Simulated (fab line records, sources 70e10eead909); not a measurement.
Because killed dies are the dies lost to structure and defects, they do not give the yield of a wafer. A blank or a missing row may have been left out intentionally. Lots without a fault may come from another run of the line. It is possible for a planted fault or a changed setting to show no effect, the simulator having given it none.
fab line records	flow nand-harc	part 2 of 2: steps 5 to 6 of 6
record: lots: 24	wafers: 72	last-day: 33
route steps=1302 shown A_CHANNEL_FILL_D2@629 A_STAIRCASE@671
lots with no fault: from the same line, run without faults
start-h: hours from the record's first day to the start of the lot's first wafer shown	wait-h: hours elapsed since this lot's preceding step	" the same as in the row above	L1.1+2: one row covering several wafers at once	- either no value or no given start	* or withheld: withheld	< > ~ a bound
route shown NAME@n: names a module that has steps shown in the file, with the first one's number in the route	usual: mean/standard deviation taken from wafers without a fault	same: alike in all rows	chamber/n: place in a boat	sites: per-site readings	_std_site: standard deviation across them	_edge_site: outer sites' mean less inner sites'	radius-mm: for every site, how far away it sits from the centre of the wafer	mask NAME#n: copy n	behind: the most recent tool/chamber to have shaped the wafer	hold: why the lot was held/for how many hours/how that ended	device: transistor that didn't switch, given as n, p or np	end of line: at the end of the route, the tests of the same wafers	a step without rows: its recipe alone	killed: the dies lost at the first sort to structure and to defects; this is not the yield of the wafer	map: dies across one wafer; x = killed, . = not, _ = none there
set.NAME: the setting the step ran with; set.NAME@STEP: the setting that earlier step ran with	model.NAME: the simulator's own value behind a step, which no gauge read
one table for each step of the route and one row for each wafer, over a sample of lots
services: when a tool's chamber went out of use (start-h, in hours from the record's first day, below 0 if earlier), for how many hours, and the reason
== steps ==
step: NHARC_A_STAIRCASE_ETCH_21
recipe: target-depth-a: 1000	time-s: 40.5	ion-energy-ev: 400	c4f8-flow-sccm: 20	o2-flow-sccm: 10	ar-flow-sccm: withheld	rf-w: 600	bias-w: 1000	chemistry: C4F8/O2
usual: bias-w: 1000/3.2	oes-product-au: 0.953/0.013	rf-vpp-V: 896/5.4
lot.wafer	tool	chamber	start-h	wait-h	bias-w	oes-product-au	rf-hours-counter-h	rf-vpp-V
L074.2	rie-diel-09	0	-	-	1000	0.961	2	895
L074.4	"	2	"	"	1002	0.985	4	893
L074.1	"	3	"	"	1001	0.983	2	901
L075.1	rie-diel-01	3	-	-	997	0.969	50	891
L075.3	"	0	"	"	1004	0.961	55	887
L075.6	"	2	"	"	999	0.963	-	897
L076.1	rie-diel-01	2	-	-	999	0.921	55	898
L076.4	"	0	"	"	997	0.935	-	888
L076.5	"	3	"	"	1002	0.932	-	890
L077.4	rie-diel-09	2	-	-	1006	0.958	17	892
L077.5	"	1	"	"	1002	0.940	-	902
L077.6	"	2	"	"	1000	0.968	-	892
L078.1	rie-diel-01	2	-	-	998	0.942	3	898
L078.2	"	0	"	"	1005	0.958	2	889
L078.6	"	1	"	"	999	0.949	-	889
L079.1	rie-diel-09	3	-	-	998	0.945	29	902
L079.4	"	1	"	"	998	0.958	24	902
L079.6	"	0	"	"	995	0.941	-	895
L080.2	rie-diel-04	0	-	-	996	0.963	13	894
L080.3	"	1	"	"	999	0.948	10	899
L080.5	"	0	"	"	1004	0.956	-	894
L081.2	rie-diel-09	2	-	-	995	0.976	27	892
L081.4	"	3	"	"	998	0.976	38	901
L081.3	"	1	"	"	1001	0.991	32	901
L082.4	rie-diel-09	0	-	-	999	0.953	38	894
L082.3	"	2	"	"	1000	0.969	27	892
L082.5	"	0	"	"	1003	0.951	-	894
L083.3	rie-diel-04	0	-	-	1001	0.934	26	894
L083.4	"	2	"	"	1001	0.963	20	896
L083.6	"	0	"	"	1001	0.939	-	891
L085.4	rie-diel-09	3	-	-	1002	0.945	49	901
L085.1	"	1	"	"	999	0.957	40	902
L085.3	"	2	"	"	997	0.949	38	892
L084.1	rie-diel-09	2	-	-	999	0.942	38	891
L084.5	"	0	"	"	993	0.952	-	893
L084.6	"	1	"	"	1004	0.957	-	901
L086.2	rie-diel-04	1	-	-	997	0.957	30	899
L086.6	"	3	"	"	1002	0.963	-	905
L086.5	"	1	"	"	999	0.960	-	897
L087.1	rie-diel-01	1	-	-	996	0.969	29	888
L087.2	"	0	"	"	995	0.964	29	886
L087.6	"	2	"	"	997	0.975	-	898
L089.1	rie-diel-01	2	-	-	998	0.939	39	899
L089.2	"	0	"	"	1003	0.954	44	887
L089.6	"	2	"	"	995	0.951	-	899
L088.4	rie-diel-01	1	-	-	1004	0.950	46	887
L088.1	"	0	"	"	1001	0.947	44	887
L088.5	"	1	"	"	1004	0.960	-	888
L090.1	rie-diel-01	2	-	-	998	0.940	42	897
L090.4	"	0	"	"	999	0.934	47	885
L090.6	"	2	"	"	995	0.941	-	897
L091.2	rie-diel-09	3	-	-	996	0.949	3	900
L091.1	"	0	"	"	1002	0.946	3	894
L091.4	"	0	"	"	998	0.942	-	894
L092.2	rie-diel-04	3	-	-	998	0.943	57	905
L092.4	"	0	"	"	999	0.949	56	892
L092.6	"	0	"	"	998	0.942	-	894
L094.4	rie-diel-04	1	-	-	999	0.962	2	896
L094.1	"	3	"	"	1001	0.962	3	904
L094.5	"	0	"	"	999	0.949	-	893
L093.1	rie-diel-09	2	-	-	1000	0.953	3	892
L093.2	"	3	"	"	1000	0.943	20	899
L093.5	"	3	"	"	993	0.951	-	900
L095.2	rie-diel-04	3	-	-	995	0.957	7	905
L095.4	"	1	"	"	1005	0.957	5	897
L095.5	"	3	"	"	995	0.952	-	904
L096.4	rie-diel-01	1	-	-	1001	0.943	1	887
L096.2	"	2	"	"	996	0.945	2	896
L096.6	"	3	"	"	999	0.940	-	889
L097.4	rie-diel-09	1	-	-	1002	0.947	22	901
L097.2	"	0	"	"	999	0.951	25	893
L097.6	"	2	"	"	997	0.950	-	892
step: NHARC_A_STAIRCASE_DESCUM_186
recipe: time-s: 3	o2-flow-sccm: 200	ar-flow-sccm: 0	bias-power-w: 0	chemistry: O2
usual: drypump-motor-current-A: 5.6/0.39	oes-product-au: 1.001/0.0083	rf-vpp-V: 57.6/0.88	showerhead-plenum-p-Torr: 1.92/0.086	throttle-valve-pct: 11.310/0.009
lot.wafer	tool	chamber	start-h	wait-h	drypump-motor-current-A	oes-product-au	rf-hours-counter-h	rf-vpp-V	showerhead-plenum-p-Torr	throttle-valve-pct
L074.2	rie-diel-04	2	340.90	-	5.4	0.988	48	57.9	1.95	11.307
L074.1	"	3	"	"	6.3	0.996	45	56.6	1.76	11.302
L074.4	"	0	"	"	5.4	0.990	44	58.0	1.88	11.302
L075.3	rie-diel-01	3	365.74	-	6.6	1.005	51	57.7	1.82	11.328
L075.1	"	0	"	"	5.8	1.000	55	57.8	1.78	11.319
L075.6	"	3	"	"	6.5	1.007	-	57.4	1.82	11.323
L077.4	rie-diel-09	2	380.66	-	5.6	0.997	17	57.1	1.85	11.318
L077.6	"	2	"	"	5.6	1.004	-	57.1	1.85	11.307
L077.5	"	3	"	"	5.3	1.016	-	57.9	1.99	11.309
L076.1	rie-diel-09	0	381.29	-	5.2	1.004	21	57.6	1.88	11.308
L076.4	"	2	"	"	5.6	1.002	17	57.4	1.85	11.305
L076.5	"	0	"	"	5.2	0.989	-	57.8	1.88	11.307
L078.2	rie-diel-04	1	399.39	-	5.8	1.004	9	56.8	1.96	11.312
L078.1	"	2	"	"	5.4	1.000	10	59.4	1.95	11.317
L078.6	"	0	"	"	5.4	1.003	-	57.0	1.88	11.300
L079.1	rie-diel-04	0	403.48	-	5.4	1.010	13	58.7	1.88	11.310
L079.4	"	2	"	"	5.3	0.998	12	58.2	1.94	11.297
L079.6	"	0	"	"	5.4	1.008	-	56.5	1.88	11.317
L080.2	rie-diel-04	1	404.12	-	5.8	0.996	11	57.2	1.96	11.314
L080.3	"	3	"	"	6.3	0.996	15	59.0	2.07	11.314
L080.5	"	1	"	"	5.8	0.988	-	57.7	1.96	11.331
L081.3	rie-diel-04	3	427.32	-	6.3	1.006	22	58.8	2.07	11.307
L081.2	"	2	"	"	5.4	1.000	18	57.7	1.94	11.298
L081.4	"	3	"	"	6.3	0.999	-	58.9	2.07	11.322
L082.3	rie-diel-04	3	432.91	-	6.3	1.006	23	57.3	2.07	11.300
L082.4	"	3	"	"	6.2	1.007	-	58.1	2.07	11.303
L082.5	"	0	"	"	5.4	0.994	-	57.3	1.87	11.318
L083.4	rie-diel-01	2	442.32	-	5.5	0.986	14	58.3	1.95	11.314
L083.3	"	3	"	"	6.5	0.993	15	58.7	1.81	11.310
L083.6	"	2	"	"	5.5	0.987	-	58.6	1.95	11.303
L085.3	rie-diel-09	2	464.15	-	5.6	1.004	38	57.5	1.84	11.306
L085.1	"	3	"	"	5.3	1.000	50	57.6	1.99	11.300
L085.4	"	0	"	"	5.2	1.002	47	55.9	1.88	11.310
L084.1	rie-diel-09	1	464.43	-	5.4	1.009	41	58.1	1.99	11.300
L084.6	"	0	"	"	5.2	1.004	-	57.7	1.88	11.311
L084.5	"	1	"	"	5.4	1.000	-	58.4	1.99	11.307
L086.2	rie-diel-04	0	470.91	-	5.4	0.999	35	57.4	1.87	11.311
L086.6	"	1	"	"	5.8	1.001	-	57.2	1.95	11.306
L086.5	"	2	"	"	5.4	0.998	-	57.6	1.94	11.298
L087.1	rie-diel-04	1	476.66	-	5.8	1.007	34	57.0	1.95	11.308
L087.2	"	0	"	"	5.4	1.007	37	58.3	1.87	11.297
L087.6	"	2	"	"	5.4	1.005	-	55.7	1.94	11.303
L089.2	rie-diel-04	1	506.01	-	5.8	0.985	44	58.0	1.95	11.310
L089.1	"	0	"	"	5.4	0.987	50	57.6	1.87	11.309
L089.6	"	2	"	"	5.4	0.995	-	57.5	1.93	11.311
L088.4	rie-diel-09	1	506.34	-	5.4	1.004	0	57.4	1.99	11.312
L088.1	"	2	"	"	5.6	1.020	0	57.7	1.84	11.305
L088.5	"	0	"	"	5.2	1.014	-	58.1	1.87	11.302
L090.1	rie-diel-09	0	516.30	-	5.2	1.005	3	58.5	1.87	11.325
L090.4	"	0	"	"	5.2	1.002	-	56.8	1.87	11.305
L090.6	"	3	"	"	5.3	0.996	-	57.1	1.98	11.312
L091.4	rie-diel-01	1	516.60	-	5.2	0.989	49	58.1	1.78	11.327
L091.2	"	2	"	"	5.5	0.999	43	57.4	1.95	11.295
L091.1	"	3	"	"	6.5	1.008	41	58.0	1.80	11.320
L092.2	rie-diel-01	1	529.73	-	5.2	0.999	55	55.7	1.78	11.295
L092.4	"	2	"	"	5.5	0.995	49	57.9	1.94	11.307
L092.6	"	2	"	"	5.5	0.992	-	57.7	1.94	11.312
L094.1	rie-diel-01	1	551.55	-	5.2	0.996	62	56.7	1.78	11.297
L094.4	"	2	"	"	5.5	0.988	58	59.0	1.94	11.323
L094.5	"	3	"	"	6.6	1.005	-	56.0	1.80	11.306
L093.1	rie-diel-09	0	552.05	-	5.2	1.006	21	58.5	1.87	11.326
L093.2	"	1	"	"	5.4	1.016	18	58.8	1.98	11.293
L093.5	"	3	"	"	5.3	1.011	-	59.2	1.98	11.314
L095.2	rie-diel-04	3	568.51	-	6.3	1.005	8	59.6	2.05	11.307
L095.4	"	1	"	"	5.8	0.992	-	58.8	1.94	11.307
L095.5	"	0	"	"	5.4	1.004	-	57.1	1.86	11.306
L096.2	rie-diel-01	3	572.69	-	6.6	0.986	2	56.3	1.80	11.308
L096.4	"	2	"	"	5.5	1.000	2	57.7	1.94	11.302
L096.6	"	3	"	"	6.6	0.994	-	57.8	1.80	11.317
L097.4	rie-diel-09	0	574.57	-	5.2	1.008	26	56.7	1.86	11.306
L097.2	"	1	"	"	5.4	1.003	23	57.9	1.98	11.308
L097.6	"	3	"	"	5.3	1.004	-	57.9	1.97	11.320
== services ==
tool	chamber	start-h	hours	kind
rie-diel-06	-	307.21	9.0	pm
rie-diel-09	-	320.23	9.0	pm
rie-diel-13	-	342.00	9.0	pm
rie-diel-01	1	342.60	41.4	repair
rie-diel-04	2	346.80	3.1	repair
rie-diel-01	3	355.41	3.9	repair
rie-diel-04	-	355.73	9.0	pm
rie-diel-01	-	380.94	9.0	pm
rie-diel-13	0	388.47	21.6	repair
rie-diel-09	0	389.58	2.6	repair
rie-diel-06	3	402.09	3.4	repair
rie-diel-09	2	405.13	8.3	repair
rie-diel-04	2	405.71	3.7	repair
rie-diel-04	1	426.06	9.2	repair
rie-diel-04	1	445.58	4.4	repair
rie-diel-04	0	460.20	10.4	repair
rie-diel-06	-	484.21	9.0	pm
rie-diel-09	-	497.23	9.0	pm
rie-diel-09	1	509.63	3.2	repair
rie-diel-04	-	532.73	9.0	pm
rie-diel-06	2	547.28	3.2	repair
rie-diel-01	-	558.05	9.0	pm
rie-diel-04	2	567.01	34.5	repair
rie-diel-09	-	568.36	2.1	repair
